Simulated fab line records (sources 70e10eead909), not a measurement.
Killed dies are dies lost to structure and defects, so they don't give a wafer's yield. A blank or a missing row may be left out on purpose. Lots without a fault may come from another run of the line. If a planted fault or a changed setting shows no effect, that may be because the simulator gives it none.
Shared-tool check || flow nand_harc || 6 wafers sampled across 2 lots

## THE REASON FOR OPENING IT
At NHARC_END_SORT_01 the reading killed_at_periphery is flagged on 2 of 2 lots. Wafers without a fault read 4.2, standard deviation 2.8.
Rule: a lot is flagged in two cases, either no wafer of it has a number, or all its wafers with numbers fall more than 4 standard deviations from that mean. As for the other lots, they are considered sound.

{"lot": "L313", "measured": "day 30 22:27", "on": "prober-02", "killed_at_periphery, wafer by wafer": "104 97 98", "flag": "FLAGGED"}
{"lot": "L314", "measured": "day 31 11:38", "on": "prober-01", "killed_at_periphery, wafer by wafer": "85 99 84", "flag": "FLAGGED"}
The mean of the flagged lots' numbers is 94.5, +90.3 from the usual (+32 standard deviations).

## LOT BY LOT: THE TOOL USED
4 process steps preceding the reading are held in the record, out of 1302 steps in the route. Cell contents, in order: the tool; ch with the chambers the sampled wafers went through; the start.
{"lot": "L313", "flag": "FLAGGED", "NHARC_P_CONTACT_DEP_30": "pecvd-02 ch 1,2, day 12 12:24", "NHARC_THIN_TSV_STRIP_45": "plasma_asher-02 ch 0,1, day 30 06:49", "NHARC_THIN_TSV_DEGAS_53": "pvd_sputter-01, day 30 10:46", "NHARC_THIN_TSV_PRE_CLEAN_54": "pvd_sputter-01, day 30 10:49"}
{"lot": "L314", "flag": "FLAGGED", "NHARC_P_CONTACT_DEP_30": "pecvd-02 ch 1,2, day 12 21:06", "NHARC_THIN_TSV_STRIP_45": "plasma_asher-02 ch 0,1, day 30 21:47", "NHARC_THIN_TSV_DEGAS_53": "pvd_sputter-01, day 31 01:31", "NHARC_THIN_TSV_PRE_CLEAN_54": "pvd_sputter-01, day 31 01:36"}
These steps, and what they do:
- NHARC_P_CONTACT_DEP_30: deposits SiNx, target thk 30 nm.
- NHARC_THIN_TSV_STRIP_45: strips in O2.
- NHARC_THIN_TSV_DEGAS_53: time 60 s.
- NHARC_THIN_TSV_PRE_CLEAN_54: time 30 s.
- NHARC_END_SORT_01

## FLAGGED OVER TOTAL, TOOL BY TOOL (the gauges that took the reading come last)
{"step": "NHARC_P_CONTACT_DEP_30", "tool": "pecvd-02", "lots run": 2, "flagged": 2, "share of the flagged lots": "all", "sound lots run after its first flagged lot": 0}
{"step": "NHARC_THIN_TSV_STRIP_45", "tool": "plasma_asher-02", "lots run": 2, "flagged": 2, "share of the flagged lots": "all", "sound lots run after its first flagged lot": 0}
{"step": "NHARC_THIN_TSV_DEGAS_53", "tool": "pvd_sputter-01", "lots run": 2, "flagged": 2, "share of the flagged lots": "all", "sound lots run after its first flagged lot": 0}
{"step": "NHARC_THIN_TSV_PRE_CLEAN_54", "tool": "pvd_sputter-01", "lots run": 2, "flagged": 2, "share of the flagged lots": "all", "sound lots run after its first flagged lot": 0}
{"step": "NHARC_END_SORT_01", "tool": "prober-01", "lots run": 1, "flagged": 1, "share of the flagged lots": "some", "sound lots run after its first flagged lot": 0}
{"step": "NHARC_END_SORT_01", "tool": "prober-02", "lots run": 1, "flagged": 1, "share of the flagged lots": "some", "sound lots run after its first flagged lot": 0}

## WHAT THE TABLE PERMITS
4 rows of the table ran every flagged lot: pecvd-02 at NHARC_P_CONTACT_DEP_30, plasma_asher-02 at NHARC_THIN_TSV_STRIP_45, pvd_sputter-01 at NHARC_THIN_TSV_DEGAS_53, pvd_sputter-01 at NHARC_THIN_TSV_PRE_CLEAN_54.
- pecvd-02 at NHARC_P_CONTACT_DEP_30: 2 of its 2 lots flagged. It ran no sound lot before its first flagged lot in this sample, so the start can't be narrowed down.
- plasma_asher-02 at NHARC_THIN_TSV_STRIP_45: 2 of its 2 lots flagged. It ran no sound lot before its first flagged lot in this sample, so the start can't be narrowed down.
- pvd_sputter-01 at NHARC_THIN_TSV_DEGAS_53: 2 of its 2 lots flagged. It ran no sound lot before its first flagged lot in this sample, so the start can't be narrowed down.
- pvd_sputter-01 at NHARC_THIN_TSV_PRE_CLEAN_54: 2 of its 2 lots flagged. It ran no sound lot before its first flagged lot in this sample, so the start can't be narrowed down.
Counting lots can't tell these 3 tools apart, because each fits a fault that began at some hour. More lots, or a look at what each step does to the wafer, might.

## WHAT WAS PUT IN BY THE SIMULATOR
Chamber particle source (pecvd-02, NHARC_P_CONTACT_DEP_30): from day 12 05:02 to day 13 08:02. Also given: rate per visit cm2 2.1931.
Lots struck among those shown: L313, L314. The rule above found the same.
